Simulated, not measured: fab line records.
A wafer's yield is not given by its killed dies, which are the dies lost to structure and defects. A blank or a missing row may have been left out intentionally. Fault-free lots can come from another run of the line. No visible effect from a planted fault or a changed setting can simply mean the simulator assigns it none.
Chamber matching + flow nandHarc + NHARC_A_CONTACT_ETCH_90 on rieDiel-02 has 4 sister chambers
The step etches the open film in CH3F/O2, target depth 40 nm, time 85.7 s. 4 wafers are shown with their chamber, then 7 later ones without.

WAFERS WITH THEIR CHAMBER
| wafer  | chamber | showerheadPlenumPTorr (Torr) |
|--------|---------|------------------------------|
| L083.5 | 3       | 2.51                         |
| L085.5 | 1       | 2.31                         |
| L089.3 | 0       | 2.35                         |
| L089.4 | 2       | 2.62                         |

WAFERS WHOSE CHAMBER IS MISSING
| wafer  | showerheadPlenumPTorr (Torr) |
|--------|------------------------------|
| L089.5 | 2.62                         |
| L094.1 | 2.30                         |
| L094.2 | 2.34                         |
| L094.5 | 2.30                         |
| L094.3 | 2.61                         |
| L094.4 | 2.50                         |
| L094.6 | 2.34                         |

THE CHAMBER EACH PASSED THROUGH
| wafer  | from the rows above | in truth |
|--------|---------------------|----------|
| L089.5 | 2                   | 2        |
| L094.1 | 1                   | 1        |
| L094.2 | 0                   | 0        |
| L094.5 | 1                   | 1        |
| L094.3 | 2                   | 2        |
| L094.4 | 3                   | 3        |
| L094.6 | 0                   | 0        |
Correct placement for 7 of the 7. Can't be placed from these rows: 0. Wrongly placed: 0.
How it was worked out, from the rows above alone: a wafer's distance from a chamber is the root of the sum, over the readings, of the square of ((its reading less the chamber's mean) divided by the reading's scatter). If the next closest chamber is less than 2 further off than the closest, the wafer can't be placed; otherwise it belongs to the closest. The mean given for a chamber averages the wafers shown for that chamber. The scatter: root of mean squared gap, hidden wafer to nearest shown wafer, with one shown wafer a chamber.
